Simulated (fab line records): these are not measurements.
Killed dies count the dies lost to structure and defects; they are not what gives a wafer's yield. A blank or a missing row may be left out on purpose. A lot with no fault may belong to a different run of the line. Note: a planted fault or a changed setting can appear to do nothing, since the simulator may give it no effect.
Matching of chambers + flow n5Finfet + aldMetal-02 running N5_BEOL_M8_ALD_77: 4 sister chambers
The step deposits TaN, target thk 2 nm, pulse time 2 s, purge time 3 s. 8 wafers are shown with their chamber, then 12 later ones without.

WAFERS PAIRED WITH THEIR CHAMBERS
| wafer  | chamber | heaterPowerW (W) | precursorVesselPressureTorr (Torr) |
|--------|---------|------------------|------------------------------------|
| L086.1 | 0       | 476              | 26.16                              |
| L086.4 | 3       | 378              | 26.21                              |
| L085.3 | 2       | 445              | 26.27                              |
| L085.5 | 2       | 450              | 26.26                              |
| L085.6 | 1       | 470              | 26.21                              |
| L090.3 | 1       | 458              | 26.28                              |
| L090.4 | 0       | 485              | 26.25                              |
| L090.6 | 3       | 389              | 26.20                              |

WAFERS MISSING THEIR CHAMBER
| wafer  | heaterPowerW (W) | precursorVesselPressureTorr (Torr) |
|--------|------------------|------------------------------------|
| L092.2 | 450              | 26.19                              |
| L092.3 | 377              | 26.23                              |
| L092.4 | 470              | 26.28                              |
| L091.2 | 465              | 26.31                              |
| L091.3 | 477              | 26.32                              |
| L091.5 | 440              | 26.28                              |
| L095.3 | 449              | 26.21                              |
| L095.4 | 472              | 26.21                              |
| L095.5 | 493              | 26.26                              |
| L096.3 | 456              | 26.25                              |
| L096.5 | 395              | 26.27                              |
| L096.6 | 492              | 26.25                              |

THE CHAMBER EACH PASSED THROUGH
| wafer  | from the rows above          | in truth |
|--------|------------------------------|----------|
| L092.2 | can't be placed: 2 or 1      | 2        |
| L092.3 | 3                            | 3        |
| L092.4 | can't be placed: 1 or 0      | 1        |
| L091.2 | can't be placed: 1 or 2 or 0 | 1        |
| L091.3 | can't be placed: 1 or 0 or 2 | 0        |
| L091.5 | 2                            | 2        |
| L095.3 | can't be placed: 2 or 1      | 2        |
| L095.4 | can't be placed: 0 or 1      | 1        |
| L095.5 | can't be placed: 0 or 1      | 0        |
| L096.3 | can't be placed: 1 or 2      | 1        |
| L096.5 | 3                            | 3        |
| L096.6 | 0                            | 0        |
4 of 12 placed correctly. Not placeable from these rows: 8 (in 8, the candidates include the true chamber). Number placed wrongly: 0.
How it was worked out, from the rows above alone: a wafer's distance from a chamber is the root of the sum, over the readings, of the square of ((its reading less the chamber's mean) divided by the reading's scatter). The wafer belongs to the nearest chamber; if the next one is less than 2 further off, it can't be placed. Each chamber's mean is taken over the wafers shown for it. How the scatter is found: for the shown wafers, subtract from each reading the mean of its chamber, square and add these, divide the total by (wafers less chambers), then take the root.
